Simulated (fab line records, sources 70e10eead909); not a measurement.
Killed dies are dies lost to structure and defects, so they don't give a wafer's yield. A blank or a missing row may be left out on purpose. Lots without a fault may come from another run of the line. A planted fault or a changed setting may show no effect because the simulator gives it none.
fab line records | flow nand_harc
record lots=14 wafers=42 last_day=33
route steps=1302 shown A_CONTACT@1056 END@1302
lots that met no fault: from a run of the same line without faults
start_h: hours from the record's first day to the start of the lot's first wafer shown | wait_h: hours since the lot's step before | " the same as in the row above | L1.1+2: a row that stands for several wafers | - no value, or no start given | * or withheld: withheld | < > ~ a bound
route shown NAME@n: a module of which the file shows steps, and the number in the route of the first | usual: mean/standard deviation of fault-free wafers | same: alike in all rows | chamber/n: place in a boat | sites: the reading at each site | _std_site: their standard deviation | _edge_site: outer sites' mean less inner sites' | radius_mm: how far each site lies from the wafer's centre | mask NAME#n: copy n | behind: the tool/chamber that last shaped the wafer | hold: why the lot was held/for how many hours/how that ended | device: the transistor (n, p or np) that didn't switch | end of line: the same wafers' tests at the end of the route | a step without rows: its recipe alone | killed: dies lost to structure and defects at the first sort, not the wafer's yield | map: a wafer's dies, x killed, . not, _ none there
set.NAME: the setting as run; set.NAME@STEP: as run at that earlier step | model.NAME: the simulator's own value behind a step, which no gauge read
steps of the route over a sample of lots; a table a step, a row a wafer
services: from which hour (start_h, from the record's first day; less than 0 if before it) a tool's chamber was out of use, for how many hours, and why
## steps
# step NHARC_A_CONTACT_ETCH_133
# recipe source_w=withheld pressure_mtorr=20 bias_v=400 time_s=374 target_depth_a=16100 ar_flow_sccm=withheld c4f8_flow_sccm=11.5 o2_flow_sccm=7.2 chemistry=C4F8/O2/Ar
# columns lot.wafer tool chamber start_h wait_h rf_hours_counter_h
L746.2 har_cap_etch-03 1 511.65 0.1 43
L746.1 " 0 " " 43
L746.5 " 0 " " -
L747.1 har_cap_etch-01 1 523.59 0.2 3
L747.3 " 1 " " -
L747.6 " 1 " " -
L748.2 har_cap_etch-02 0 526.12 0.1 91
L748.4 " 0 " " -
L748.5 " 1 " " -
L749.1 har_cap_etch-01 1 529.43 0.2 5
L749.3 " 1 " " -
L749.5 " 1 " " -
L750.1 har_cap_etch-02 1 539.99 0.1 94
L750.2 " 0 " " 94
L750.5 " 0 " " -
L751.2 har_cap_etch-01 1 556.69 0.1 10
L751.1 " 0 " " 10
L751.5 " 0 " " -
L759.1 har_cap_etch-02 1 631.94 0.2 107
L759.4 " 1 " " -
L759.6 " 1 " " -
L760.2 har_cap_etch-03 0 654.88 0.2 70
L760.3 " 0 " " -
L760.5 " 0 " " -
L763.1 har_cap_etch-01 1 667.67 0.2 28
L763.5 " 0 " " -
L763.6 " 1 " " -
L762.2 har_cap_etch-02 0 677.14 0.1 116
L762.3 " 1 " " -
L762.5 " 0 " " -
L761.2 har_cap_etch-03 0 679.73 0.2 76
L761.3 " 1 " " -
L761.5 " 1 " " -
L766.2 har_cap_etch-02 0 701.89 0.2 122
L766.4 " 0 " " -
L766.5 " 0 " " -
L768.1 har_cap_etch-02 1 723.12 0.2 126
L768.3 " 0 " " -
L768.6 " 1 " " -
L769.2 har_cap_etch-03 1 734.84 0.1 88
L769.1 " 0 " " 88
L769.6 " 1 " " -
# step NHARC_A_CONTACT_STRIP_105
# recipe o2_flow_sccm=400 cos_flow_sccm=20 ar_flow_sccm=0 bias_w=0 chemistry=O2/COS
# columns lot.wafer tool chamber start_h wait_h
L746.1+2+5 rie_diel-02 0,1,2 512.90 0.1
L747.3+1+6 rie_diel-02 1,2,2 525.31 0.1
L748.4+2+5 rie_diel-02 2,0,2 527.36 0.1
L749.3+1+5 rie_diel-02 3,1,3 530.61 0.1
L750.2+1+5 rie_diel-02 3,0,2 541.24 0.1
L751.2+1+5 rie_diel-02 3,2,3 557.93 0.1
L759.1+4+6 rie_diel-03 0,1,2 633.12 0.1
L760.3+2+5 rie_diel-02 2,3,2 656.05 0.1
L763.1+5+6 rie_diel-02 1,3,0 668.85 0.1
L762.2+3+5 rie_diel-10 2,0,3 678.44 0.1
L761.2+3+5 rie_diel-03 2,0,1 683.72 2.9
L766.4+2+5 rie_diel-02 1,2,1 703.51 0.1
L768.1+3+6 rie_diel-02 3,1,3 724.52 0.1
L769.1+2+6 rie_diel-02 0,2,0 736.08 0.1
# step NHARC_A_CONTACT_DEP_85
# recipe target_thk_a=600 target_thk_nm=60 temp_c=400 pressure_torr=3.5 flow_sccm=200 rf_w=350 material=SiON
# usual heater_power_w=800/110
# columns lot.wafer tool chamber start_h wait_h heater_power_w
L746.2 pecvd-01 0 515.38 1.2 895
L746.1 " 2 " " 669
L746.5 " 2 " " 692
L747.3 pecvd-01 0 528.37 0.9 773
L747.1 " 1 " " 971
L747.6 " 1 " " 1006
L748.2 pecvd-01 0 529.87 1.2 861
L748.5 " 2 " " 624
L748.4 " 0 " " 848
L749.1 pecvd-04 2 534.00 1.5 738
L749.3 " 0 " " 826
L749.5 " 1 " " 787
L750.1 pecvd-01 0 543.78 1.5 856
L750.2 " 2 " " 668
L750.5 " 0 " " 848
L751.1 pecvd-02 1 563.74 1.5 1011
L751.2 " 2 " " 679
L751.5 " 2 " " 685
L759.1 pecvd-02 2 636.20 1.5 670
L759.6 " 1 " " 1028
L759.4 " 2 " " 672
L760.3 pecvd-01 2 658.53 0.9 730
L760.2 " 1 " " 892
L760.5 " 0 " " 911
L763.1 pecvd-04 1 674.93 1.5 788
L763.5 " 2 " " 706
L763.6 " 0 " " 872
L762.3 pecvd-04 1 683.34 0.9 747
L762.2 " 0 " " 837
L762.5 " 2 " " 796
L761.2 pecvd-02 1 687.90 1.2 910
L761.3 " 1 " " 899
L761.5 " 0 " " 765
L766.2 pecvd-04 1 706.04 1.2 649
L766.5 " 1 " " 654
L766.4 " 2 " " 715
L768.3 pecvd-04 1 727.62 0.9 678
L768.1 " 2 " " 774
L768.6 " 1 " " 691
L769.2 pecvd-01 2 738.65 1.2 751
L769.1 " 0 " " 922
L769.6 " 2 " " 743
# step NHARC_A_CONTACT_CD_MEAS_08
# recipe target_cd_nm=200 landing_energy_ev=500
# usual cd_nm=200.0/0.54
# columns lot.wafer tool chamber start_h wait_h cd_nm
L746.1 cd_sem-01 0 516.10 - 200.0
L746.2 " 0 " " 199.7
L746.5 " 0 " " 201.0
L747.1 cd_sem-01 0 528.96 - 200.4
L747.3 " 0 " " 200.6
L747.6 " 0 " " 200.2
L748.2 cd_sem-03 0 530.54 - 200.2
L748.4 " 0 " " 200.6
L748.5 " 0 " " 200.9
L749.1 cd_sem-01 0 534.73 - 200.0
L749.3 " 0 " " 200.4
L749.5 " 0 " " 200.4
L750.1 cd_sem-03 0 544.50 - 199.3
L750.2 " 0 " " 199.8
L750.5 " 0 " " 199.5
L751.1 cd_sem-03 0 564.43 - 201.1
L751.2 " 0 " " 200.7
L751.5 " 0 " " 200.7
L759.1 cd_sem-03 0 636.86 - 199.3
L759.4 " 0 " " 200.4
L759.6 " 0 " " 200.3
L760.2 cd_sem-02 0 659.25 - 199.8
L760.3 " 0 " " 200.1
L760.5 " 0 " " 199.9
L763.1 cd_sem-03 0 675.53 - 199.8
L763.5 " 0 " " 200.4
L763.6 " 0 " " 200.0
L762.2 cd_sem-02 0 683.97 - 199.6
L762.3 " 0 " " 199.8
L762.5 " 0 " " 200.7
L761.2 cd_sem-02 0 688.67 - 200.0
L761.3 " 0 " " 199.5
L761.5 " 0 " " 200.3
L766.2 cd_sem-02 0 706.76 - 200.7
L766.4 " 0 " " 199.5
L766.5 " 0 " " 200.3
L768.1 cd_sem-03 0 728.31 - 200.5
L768.3 " 0 " " 200.8
L768.6 " 0 " " 199.6
L769.1 cd_sem-01 0 739.24 - 199.2
L769.2 " 0 " " 199.4
L769.6 " 0 " " 199.1
# step NHARC_END_SORT_01
# recipe temp_c=25
# usual killed_at_array=59/16 killed_at_other=0.8/1.1 killed_at_periphery=3.6/2.4 killed_dies=64/16 killed_open=3.4/1.8 killed_short=2.5/1.6
# same gross_dies=677
# columns lot.wafer tool chamber start_h wait_h killed_at_array killed_at_other killed_at_periphery killed_dies killed_open killed_short
L750.1 prober-01 0 601.19 2.5 115 3 4 122 3 1
L750.2 prober-01 0 601.98 2.8 88 3 4 95 4 8
L750.5 prober-01 0 604.37 3.7 128 2 5 135 3 2
L749.1 prober-02 0 613.49 2.5 154 0 3 157 5 3
L749.3 prober-02 0 615.09 3.1 129 0 2 131 5 2
L749.5 prober-02 0 616.69 3.7 130 0 5 135 5 0
L751.1 prober-02 0 636.18 2.5 140 1 6 147 4 2
L751.2 prober-02 0 636.98 2.8 109 1 1 111 2 4
L751.5 prober-02 0 639.40 3.7 105 1 1 107 4 3
# killed by level:class
L750.1 A_CONTACT:unspecified=90 A_CHANNEL_HOLE_D2:chamber_film_flake=16 A_STAIRCASE:chamber_film_flake=3 A_CONTACT:chamber_film_flake=3 THIN_TSV:chamber_film_flake=3 P_GATE:chamber_film_flake=2 P_M1:geometric_particle:open=1 A_CHANNEL_FILL_D1:geometric_particle:short=1
L750.2 A_CONTACT:unspecified=45 A_CHANNEL_HOLE_D2:chamber_film_flake=27 A_CHANNEL_FILL_D2:geometric_particle:short=3 A_ONON_D1:geometric_particle:short=2 P_GATE:chamber_film_flake=2 A_CHANNEL_HOLE_D1:chamber_film_flake=2 A_STAIRCASE:chamber_film_flake=2 THIN_TSV:chamber_film_flake=2
L750.5 A_CONTACT:unspecified=87 A_CHANNEL_HOLE_D2:chamber_film_flake=22 A_CONTACT:chamber_film_flake=6 A_STAIRCASE:chamber_film_flake=4 A_SLIT:chamber_film_flake=4 P_M1:chamber_film_flake=2 A_CHANNEL_HOLE_D1:chamber_film_flake=2 THIN_TSV:chamber_film_flake=2
L749.1 A_CONTACT:unspecified=73 A_SLIT:chamber_film_flake=31 A_CHANNEL_HOLE_D2:chamber_film_flake=27 A_STAIRCASE:chamber_film_flake=8 A_CHANNEL_HOLE_D1:chamber_film_flake=4 A_CHANNEL_FILL_D2:geometric_particle:open=2 A_CONTACT:chamber_film_flake=2 P_CONTACT:geometric_particle:open=1
L749.3 A_CONTACT:unspecified=47 A_CHANNEL_HOLE_D2:chamber_film_flake=37 A_SLIT:chamber_film_flake=29 A_STAIRCASE:chamber_film_flake=8 P_CONTACT:geometric_particle:open=1 A_ONON_D1:geometric_particle:short=1 A_ONON_D1:geometric_particle:open=1 A_DECK1_JOINT:geometric_particle:open=1
L749.5 A_CONTACT:unspecified=48 A_CHANNEL_HOLE_D2:chamber_film_flake=32 A_SLIT:chamber_film_flake=30 A_STAIRCASE:chamber_film_flake=8 P_STI:chamber_film_flake=3 A_CHANNEL_HOLE_D1:chamber_film_flake=3 A_M0:chamber_film_flake=3 A_CONTACT:chamber_film_flake=2
L751.1 A_CONTACT:unspecified=95 A_CHANNEL_HOLE_D1:chamber_film_flake=21 A_CHANNEL_HOLE_D2:chamber_film_flake=13 P_ZERO_WELL:chamber_film_flake=4 A_STAIRCASE:chamber_film_flake=4 A_CONTACT:chamber_film_flake=2 P_CONTACT:geometric_particle:open=1 P_M1:geometric_particle:open=1
L751.2 A_CONTACT:unspecified=49 A_CHANNEL_HOLE_D1:chamber_film_flake=39 A_CHANNEL_HOLE_D2:chamber_film_flake=8 A_WL_FILL:geometric_particle:short=3 A_CONTACT:chamber_film_flake=3 A_STAIRCASE:chamber_film_flake=3 A_CHANNEL_HOLE_D2:geometric_particle:short=1 A_CHANNEL_FILL_D2:geometric_particle:open=1
L751.5 A_CONTACT:unspecified=50 A_CHANNEL_HOLE_D1:chamber_film_flake=29 A_CHANNEL_HOLE_D2:chamber_film_flake=15 A_STAIRCASE:chamber_film_flake=3 A_CHANNEL_FILL_D1:geometric_particle:open=2 A_CHANNEL_FILL_D1:chamber_film_flake=2 P_CONTACT:geometric_particle:open=1 A_CHANNEL_HOLE_D1:geometric_particle:short=1
## services
# columns tool chamber start_h hours kind
pecvd-01 - 488.48 5.4 repair
har_cap_etch-01 - 497.62 17.0 pm
rie_diel-02 0 500.71 - clean
rie_diel-02 1 500.71 - clean
rie_diel-02 2 500.71 - clean
rie_diel-02 3 500.71 - clean
rie_diel-02 0 525.25 - clean
rie_diel-02 1 525.25 - clean
rie_diel-02 2 525.25 - clean
rie_diel-02 3 525.25 - clean
rie_diel-03 3 555.71 3.1 repair
rie_diel-02 - 570.71 9.0 pm
rie_diel-03 2 586.42 7.1 repair
rie_diel-10 - 596.94 9.0 pm
rie_diel-03 2 603.27 6.9 repair
rie_diel-02 1 619.88 12.7 repair
rie_diel-02 3 624.78 5.7 repair
pecvd-04 - 631.37 13.0 pm
rie_diel-03 - 635.33 9.0 pm
pecvd-01 - 674.85 13.0 pm
pecvd-02 2 677.53 22.7 repair
pecvd-01 2 689.93 17.6 repair
rie_diel-02 - 705.77 0.6 repair
rie_diel-02 2 711.16 6.5 repair
## key
first_sign step=NHARC_END_SORT_01 reading=killed_dies direction=up sigmas=4 usual=64 struck=127
effect step=NHARC_END_SORT_01 reading=killed_at_array direction=up sigmas=3.9 usual=59 struck=122
more_kills_born_at NHARC_A_CONTACT_STRIP_105@rie_diel-02=584
met_at NHARC_A_CONTACT_STRIP_105
struck_lots L749,L750,L751
tester_left_out L749,L750,L751
not_acting_at NHARC_A_CONTACT_ETCH_133,NHARC_A_CONTACT_DEP_85,NHARC_A_CONTACT_CD_MEAS_08
onset_between 527.36 530.61
fault kind=chamber_particle_source tool=rie_diel-02 chamber=- onset_h=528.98 steps=NHARC_A_CONTACT_STRIP_105 rate_per_visit_cm2=1.3051 end_h=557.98
# tester_left_out: of these lots the tester's yield and bins aren't shown, on N5 and GAA mostly nor the transistor test; their killed dies are dies lost to structure and defects alone, not to doping, threshold or leakage, so they don't give the yield
